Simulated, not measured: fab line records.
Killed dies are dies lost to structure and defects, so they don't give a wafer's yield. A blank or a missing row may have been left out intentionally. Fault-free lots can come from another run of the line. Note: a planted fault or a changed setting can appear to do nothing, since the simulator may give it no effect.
Matching of chambers    flow nand-harc    ald-metal-04 running NHARC_A_WL_FILL_ALD_19: 4 sister chambers
The step deposits TiN, target thk 2 nm, pulse time 3 s, ald cycles 100. 4 wafers are shown with their chamber, then 12 later ones without.

WAFERS PAIRED WITH THEIR CHAMBERS
wafer   chamber  heater-power-w (W)
L090.5  2        1016
L090.1  0        1004
L089.4  3        1214
L089.5  1        1000

WAFERS WITHOUT THEIR CHAMBER
wafer   heater-power-w (W)
L093.1  1042
L093.4  1199
L093.5  1232
L091.1  1011
L091.2  1022
L091.3  999
L095.2  1064
L095.5  1023
L095.6  1000
L094.2  1201
L094.4  997
L094.6  1227

WHICH CHAMBER EACH WENT THROUGH
wafer   from the rows above           in truth
L093.1  can't be placed: 2 or 0 or 1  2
L093.4  3                             3
L093.5  3                             3
L091.1  can't be placed: 2 or 0 or 1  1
L091.2  can't be placed: 2 or 0 or 1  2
L091.3  can't be placed: 1 or 0 or 2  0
L095.2  can't be placed: 2 or 0 or 1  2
L095.5  can't be placed: 2 or 0 or 1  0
L095.6  can't be placed: 1 or 0 or 2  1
L094.2  3                             3
L094.4  can't be placed: 1 or 0 or 2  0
L094.6  3                             3
Placed correctly: 4 of 12. Unplaceable from these rows: 8, with the true chamber sitting among the candidates in 8. Number placed wrongly: 0.
How it was worked out, from the rows above alone: a wafer's distance from a chamber is the root of the sum, over the readings, of the square of ((its reading less the chamber's mean) divided by the reading's scatter). If the next closest chamber is less than 2 further off than the closest, the wafer can't be placed; otherwise it belongs to the closest. The mean given for a chamber averages the wafers shown for that chamber. The scatter: root of mean squared gap, hidden wafer to nearest shown wafer, with one shown wafer a chamber.
